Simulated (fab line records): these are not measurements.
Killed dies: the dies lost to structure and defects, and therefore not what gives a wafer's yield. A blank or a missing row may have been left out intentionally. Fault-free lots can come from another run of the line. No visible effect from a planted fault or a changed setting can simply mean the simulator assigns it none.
Which tool did it?	flow n5_finfet	72 wafers from 24 lots sampled at 6 of the route's 1938 steps

WHAT EACH GAUGE READ, for each wafer
N5_DUMMY_GATE_THK_MEAS_05.
lot	measured	on	thk_nm (nm)
L074	day 2 17:05	film_metro-01	72.1 73.8 73.0
L075	day 3 01:10	film_metro-02	71.3 72.0 71.8
L076	day 3 05:08	film_metro-01	70.9 71.1 72.0
L077	day 3 12:11	film_metro-02	70.7 71.6 72.6
L078	day 3 17:45	film_metro-01	70.8 72.1 71.0
L079	day 3 21:54	film_metro-02	69.7 70.7 68.7
L080	day 4 06:11	film_metro-01	72.7 72.9 73.5
L081	day 4 10:49	film_metro-01	71.4 71.6 70.4
L082	day 4 16:51	film_metro-02	71.6 70.9 71.1
L083	day 5 03:45	film_metro-02	71.8 73.5 71.4
L084	day 5 07:52	film_metro-01	72.5 72.2 72.0
L085	day 5 15:49	film_metro-01	74.0 71.0 72.9
L086	day 5 19:40	film_metro-01	70.2 69.9 73.1
L087	day 5 23:16	film_metro-01	74.5 71.6 71.1
L088	day 6 07:02	film_metro-02	71.8 72.5 73.5
L089	day 6 12:20	film_metro-02	71.3 74.3 71.6
L090	day 6 17:29	film_metro-01	74.1 73.3 73.1
L091	day 6 22:40	film_metro-01	69.9 73.7 71.1
L092	day 7 04:48	film_metro-01	70.0 73.5 70.9
L093	day 7 12:23	film_metro-02	70.8 71.3 71.0
L094	day 7 17:53	film_metro-01	69.9 71.7 72.9
L095	day 7 23:03	film_metro-02	72.0 71.6 70.9
L096	day 8 06:02	film_metro-02	72.7 71.6 70.6
L097	day 8 10:49	film_metro-01	72.9 72.6 73.0

N5_DUMMY_GATE_CD_MEAS_15: the cd target is 25.8 nm.
lot	measured	on	cd_nm (nm)
L074	day 2 21:32	cd_sem-01	25.19 25.43 25.09
L075	day 3 05:34	cd_sem-03	25.13 24.99 24.55
L076	day 3 09:25	cd_sem-03	25.10 24.84 25.02
L077	day 3 16:28	cd_sem-03	24.79 25.04 25.28
L078	day 3 22:04	cd_sem-03	24.64 25.04 25.02
L079	day 4 02:11	cd_sem-01	25.00 24.92 24.60
L080	day 4 10:37	cd_sem-02	25.04 24.97 24.91
L081	day 4 15:06	cd_sem-01	24.62 25.08 25.22
L082	day 4 21:17	cd_sem-01	24.80 24.61 25.09
L083	day 5 10:11	cd_sem-02	24.75 24.83 24.76
L084	day 5 12:10	cd_sem-03	25.39 24.86 24.78
L085	day 5 20:14	cd_sem-01	25.14 24.35 24.95
L086	day 6 00:08	cd_sem-03	24.92 25.03 24.72
L087	day 6 03:42	cd_sem-01	25.03 24.97 24.89
L088	day 6 11:27	cd_sem-01	24.92 24.89 25.77
L089	day 6 16:45	cd_sem-02	24.60 24.89 24.64
L090	day 6 21:55	cd_sem-03	24.79 24.74 25.13
L091	day 7 02:57	cd_sem-01	25.11 25.37 24.71
L092	day 7 11:02	cd_sem-01	25.00 25.23 25.19
L093	day 7 16:49	cd_sem-03	25.16 24.91 25.27
L094	day 7 22:12	cd_sem-01	24.87 24.83 25.33
L095	day 8 03:29	cd_sem-02	24.75 24.73 25.02
L096	day 8 10:27	cd_sem-03	25.01 24.95 24.59
L097	day 8 15:07	cd_sem-03	24.87 24.75 24.85

N5_SDB_CD_MEAS_11: the cd target is 50 nm.
lot	measured	on	cd_nm (nm)
L074	day 3 16:28	cd_sem-01	48.6 50.1 49.5
L075	day 4 03:03	cd_sem-01	50.1 51.2 50.3
L076	day 4 04:25	cd_sem-01	49.3 50.2 50.0
L077	day 4 11:41	cd_sem-01	51.6 50.1 50.7
L078	day 4 16:37	cd_sem-02	51.9 49.5 50.6
L079	day 4 21:51	cd_sem-02	50.0 50.4 49.7
L080	day 5 06:17	cd_sem-02	47.9 48.6 48.4
L081	day 5 11:37	cd_sem-01	48.5 49.1 50.3
L082	day 5 18:50	cd_sem-02	50.7 52.0 48.2
L083	day 6 07:38	cd_sem-02	47.6 49.2 48.4
L084	day 6 09:17	cd_sem-03	48.6 49.9 48.9
L085	day 6 15:25	cd_sem-01	49.7 50.7 48.6
L086	day 6 19:16	cd_sem-03	50.1 50.4 50.5
L087	day 6 23:55	cd_sem-02	50.7 50.2 48.6
L088	day 7 09:10	cd_sem-01	49.6 50.8 50.3
L089	day 7 11:08	cd_sem-03	48.9 51.1 51.6
L090	day 7 20:12	cd_sem-03	50.7 50.3 50.4
L091	day 7 22:11	cd_sem-02	48.9 48.9 50.0
L092	day 8 08:31	cd_sem-02	49.1 49.8 50.0
L093	day 8 11:38	cd_sem-02	50.2 52.3 49.1
L094	day 8 17:36	cd_sem-01	50.8 51.4 49.4
L095	day 9 00:13	cd_sem-02	49.7 50.1 51.2
L096	day 9 06:29	cd_sem-03	51.3 50.0 52.2
L097	day 9 13:27	cd_sem-03	48.8 50.1 51.0

WHAT TOOL EACH LOT RAN ON (gives the tool, then ch and the chambers of the sampled wafers, and finally the start)
lot	N5_SD_EPI_P_DESCUM_14	N5_SD_EPI_P_ETCHBACK_46	N5_SDB_HM_DEP_00
L074	rie_diel-05 ch 2,3, day 3 04:34	rie_diel-05 ch 2,3, day 3 04:59	pecvd-04 ch 0,1,2, day 3 16:08
L075	rie_diel-02 ch 0,3, day 3 15:28	rie_diel-02 ch 0,3, day 3 15:53	pecvd-03 ch 1,2, day 4 02:44
L076	rie_diel-02 ch 1,2, day 3 16:21	rie_diel-02 ch 1,2, day 3 16:46	pecvd-01 ch 0,1,2, day 4 03:58
L077	rie_diel-02 ch 0,1,3, day 4 00:07	rie_diel-02 ch 0,1,3, day 4 00:32	pecvd-01 ch 1,2, day 4 11:22
L078	rie_diel-02 ch 1,2,3, day 4 04:44	rie_diel-02 ch 1,2,3, day 4 05:08	pecvd-03 ch 1,2, day 4 16:10
L079	rie_diel-05 ch 0,2,3, day 4 09:07	rie_diel-05 ch 0,2,3, day 4 09:32	pecvd-04 ch 0,1,2, day 4 21:23
L080	rie_diel-05 ch 0,1,3, day 4 18:16	rie_diel-05 ch 0,1,3, day 4 18:41	pecvd-03 ch 0,1, day 5 05:58
L081	rie_diel-05 ch 2,3, day 4 22:13	rie_diel-05 ch 2,3, day 4 22:37	pecvd-01 ch 1, day 5 11:04
L082	rie_diel-02 ch 2,3, day 5 06:18	rie_diel-02 ch 2,3, day 5 06:43	pecvd-03 ch 0,2, day 5 18:23
L083	rie_diel-04 ch 1,2,3, day 5 19:39	rie_diel-04 ch 1,2,3, day 5 20:04	pecvd-03 ch 0,1,2, day 6 07:19
L084	rie_diel-04 ch 1,2,3, day 5 21:07	rie_diel-04 ch 1,2,3, day 5 21:31	pecvd-03 ch 0,2, day 6 08:50
L085	rie_diel-04 ch 0,2,3, day 6 04:06	rie_diel-04 ch 0,2,3, day 6 04:31	pecvd-01 ch 0,1,2, day 6 15:05
L086	rie_diel-04 ch 0,1,2, day 6 07:51	rie_diel-04 ch 0,1,2, day 6 08:16	pecvd-03 ch 0,2, day 6 18:55
L087	rie_diel-05 ch 1,2,3, day 6 11:47	rie_diel-05 ch 1,2,3, day 6 12:12	pecvd-04 ch 0,1,2, day 6 23:28
L088	rie_diel-02 ch 0,1,2, day 6 19:58	rie_diel-02 ch 0,1,2, day 6 20:23	pecvd-01 ch 0,1, day 7 08:43
L089	rie_diel-02 ch 0,1, day 6 23:55	rie_diel-02 ch 0,1, day 7 00:20	pecvd-04 ch 0,1, day 7 10:41
L090	rie_diel-04 ch 1,2,3, day 7 07:45	rie_diel-04 ch 1,2,3, day 7 08:10	pecvd-04 ch 0,2, day 7 19:43
L091	rie_diel-04 ch 1,2, day 7 10:05	rie_diel-04 ch 1,2, day 7 10:29	pecvd-04 ch 0,2, day 7 21:52
L092	rie_diel-02 ch 0,1, day 7 20:02	rie_diel-02 ch 0,1, day 7 20:27	pecvd-01 ch 0,1,2, day 8 08:04
L093	rie_diel-02 ch 0,1,3, day 7 23:43	rie_diel-02 ch 0,1,3, day 8 00:07	pecvd-03 ch 0,1,2, day 8 11:20
L094	rie_diel-04 ch 0,1,2, day 8 05:09	rie_diel-04 ch 0,1,2, day 8 05:34	pecvd-03 ch 1,2, day 8 17:16
L095	rie_diel-04 ch 0,2, day 8 10:28	rie_diel-04 ch 0,2, day 8 10:53	pecvd-01 ch 0,2, day 8 23:46
L096	rie_diel-05 ch 0,1, day 8 18:23	rie_diel-05 ch 0,1, day 8 18:48	pecvd-03 ch 0,1,2, day 9 06:08
L097	rie_diel-02 ch 1,2,3, day 9 02:02	rie_diel-02 ch 1,2,3, day 9 02:27	pecvd-04 ch 0,1, day 9 12:58
- N5_SD_EPI_P_DESCUM_14: chemistry O2, time 7.9 s.
- N5_SD_EPI_P_ETCHBACK_46: etches SiNx in CH3F/O2, stops on SiO2, target depth 17.5 nm.
- N5_SDB_HM_DEP_00: deposits SiNx from SiH4/NH3/N2, target thk 40 nm, time 35.3 s.

AS READ BY THE TOOLS THEMSELVES (means over the sampled wafers that have a number; for cases with no such wafer, the mark the record gives instead)
N5_SD_EPI_P_DESCUM_14.
lot	tool	drypump_motor_current_A (A)	oes_product_au (a.u.)	rf_vpp_V (V)	showerhead_plenum_p_Torr (Torr)	throttle_valve_pct (%)
L074	rie_diel-05	5.8	0.80	243.0	2.10	20.36
L075	rie_diel-02	5.8	0.75	243.2	2.08	20.28
L076	rie_diel-02	6.2	0.78	243.1	2.14	20.62
L077	rie_diel-02	5.9	0.78	243.3	2.07	20.50
L078	rie_diel-02	6.0	0.77	243.1	2.10	20.48
L079	rie_diel-05	5.8	0.81	243.3	2.12	20.40
L080	rie_diel-05	6.2	0.80	243.1	2.12	20.46
L081	rie_diel-05	5.6	0.76	244.7	2.14	20.32
L082	rie_diel-02	6.0	0.74	243.3	2.11	20.30
L083	rie_diel-04	5.6	0.80	243.1	2.10	20.44
L084	rie_diel-04	5.5	0.79	242.8	2.10	20.45
L085	rie_diel-04	5.6	0.73	241.5	2.05	20.45
L086	rie_diel-04	5.5	0.80	243.0	2.07	20.49
L087	rie_diel-05	5.9	0.74	243.5	2.13	20.39
L088	rie_diel-02	6.0	0.77	243.0	2.10	20.66
L089	rie_diel-02	5.9	0.78	242.1	2.05	20.73
L090	rie_diel-04	5.6	0.78	243.0	2.10	20.46
L091	rie_diel-04	5.9	0.80	244.1	2.11	20.56
L092	rie_diel-02	5.9	0.77	242.4	2.05	20.74
L093	rie_diel-02	5.9	0.75	243.3	2.06	20.54
L094	rie_diel-04	5.5	0.79	242.8	2.07	20.49
L095	rie_diel-04	5.9	0.74	242.5	2.05	20.58
L096	rie_diel-05	6.2	0.78	243.5	2.13	20.53
L097	rie_diel-02	6.0	0.74	243.0	2.09	20.54

N5_SD_EPI_P_ETCHBACK_46.
lot	tool	drypump_motor_current_A (A)	oes_product_au (a.u.)	rf_vpp_V (V)	showerhead_plenum_p_Torr (Torr)	throttle_valve_pct (%)
L074	rie_diel-05	5.8	0.69	293	2.00	16.24
L075	rie_diel-02	5.8	0.64	296	2.00	16.32
L076	rie_diel-02	6.2	0.66	298	2.03	16.45
L077	rie_diel-02	5.9	0.65	297	1.97	16.44
L078	rie_diel-02	6.0	0.65	297	2.01	16.39
L079	rie_diel-05	5.8	0.69	295	2.02	16.28
L080	rie_diel-05	6.2	0.68	294	2.02	16.32
L081	rie_diel-05	5.6	0.66	292	2.04	16.26
L082	rie_diel-02	6.0	0.63	295	2.02	16.30
L083	rie_diel-04	5.6	0.67	300	2.02	16.38
L084	rie_diel-04	5.6	0.68	299	2.01	16.38
L085	rie_diel-04	5.6	0.62	299	1.97	16.45
L086	rie_diel-04	5.5	0.68	299	1.99	16.47
L087	rie_diel-05	5.9	0.63	291	2.03	16.30
L088	rie_diel-02	6.0	0.65	299	2.00	16.53
L089	rie_diel-02	6.0	0.66	299	1.95	16.59
L090	rie_diel-04	5.6	0.66	300	2.01	16.42
L091	rie_diel-04	5.9	0.67	298	2.02	16.54
L092	rie_diel-02	5.9	0.65	299	1.95	16.60
L093	rie_diel-02	5.9	0.63	297	1.97	16.49
L094	rie_diel-04	5.5	0.67	300	1.99	16.50
L095	rie_diel-04	5.9	0.62	296	1.98	16.60
L096	rie_diel-05	6.2	0.67	295	2.03	16.39
L097	rie_diel-02	6.1	0.63	297	1.99	16.47

N5_SDB_HM_DEP_00.
lot	tool	heater_power_w (W)	showerhead_plenum_p_Torr (Torr)	throttle_valve_pct (%)
L074	pecvd-04	680	5.11	40.7
L075	pecvd-03	720	5.19	38.6
L076	pecvd-01	813	5.15	42.9
L077	pecvd-01	839	5.18	44.3
L078	pecvd-03	719	5.20	39.0
L079	pecvd-04	676	5.11	40.9
L080	pecvd-03	780	5.12	40.3
L081	pecvd-01	735	5.18	47.1
L082	pecvd-03	713	5.13	40.1
L083	pecvd-03	723	5.16	39.6
L084	pecvd-03	672	5.12	40.3
L085	pecvd-01	765	5.16	43.1
L086	pecvd-03	727	5.12	40.1
L087	pecvd-04	746	5.11	40.9
L088	pecvd-01	800	5.12	44.2
L089	pecvd-04	772	5.10	40.4
L090	pecvd-04	737	5.13	41.6
L091	pecvd-04	716	5.11	41.7
L092	pecvd-01	812	5.15	43.1
L093	pecvd-03	759	5.17	39.7
L094	pecvd-03	749	5.21	39.5
L095	pecvd-01	776	5.15	40.6
L096	pecvd-03	735	5.17	39.7
L097	pecvd-04	675	5.09	40.3

THE ANSWER, worked out from the rows above alone
Rule: what is usual is taken from the lots themselves. Put in order of their means at a reading, lots are off if they are a third of the lots or fewer, leave a main group of 4 or more, and stand apart from it by a gap of 3 or more times the standard deviation of the main group's means; of several such gaps the widest counts. A main group whose means are all the same, to the digits that the tables above print for the reading, isn't used. Also off: a lot with no number at a reading for which 4 or more lots have one. All remaining lots with rows at the step are treated as sound. The gauges are gone through in route order, then the tools' own readings, and for those a lot's mean is taken as printed above. At the first step where some lot is off, the reading lying furthest off is the one used; lots without a number count as furthest.
None of the lots is off at any reading shown; this tells nothing.

WHAT THE SIMULATOR HAD INSERTED
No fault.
